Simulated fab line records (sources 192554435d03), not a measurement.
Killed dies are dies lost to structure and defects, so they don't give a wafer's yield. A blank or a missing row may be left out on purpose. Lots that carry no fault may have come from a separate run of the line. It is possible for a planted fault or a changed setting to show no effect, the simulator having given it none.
Chamber matching	flow n5Finfet	aldMetal-04 running N5_BEOL_M5_ALD_86: 4 sister chambers
The step deposits TaN, pulse time 2 s, purge time 3 s, co reactant purge time 2 s. 4 wafers are shown with their chamber, then 7 later ones without.

WAFERS, EACH WITH ITS CHAMBER
wafer	chamber	heaterPowerW (W)
L085.4	2	387
L089.2	3	381
L087.2	0	431
L087.4	1	425

WAFERS WITH NO CHAMBER GIVEN
wafer	heaterPowerW (W)
L087.6	396
L088.1	431
L088.3	426
L088.5	450
L093.1	439
L093.2	436
L093.5	432

WHICH CHAMBER EACH ONE RAN IN
wafer	from the rows above	in truth
L087.6	can't be placed: 2 or 3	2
L088.1	can't be placed: 0 or 1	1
L088.3	can't be placed: 1 or 0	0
L088.5	can't be placed: 0 or 1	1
L093.1	can't be placed: 0 or 1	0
L093.2	can't be placed: 0 or 1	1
L093.5	can't be placed: 0 or 1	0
Correct placement for 0 of the 7. Unplaceable from these rows: 7, with the true chamber sitting among the candidates in 7. Number placed wrongly: 0.
How it was worked out, from the rows above alone: a wafer's distance from a chamber is the root of the sum, over the readings, of the square of ((its reading less the chamber's mean) divided by the reading's scatter). If the next closest chamber is less than 2 further off than the closest, the wafer can't be placed; otherwise it belongs to the closest. For every chamber, the mean is computed from those of its wafers that are shown. The scatter: root of mean squared gap, hidden wafer to nearest shown wafer, with one shown wafer a chamber.
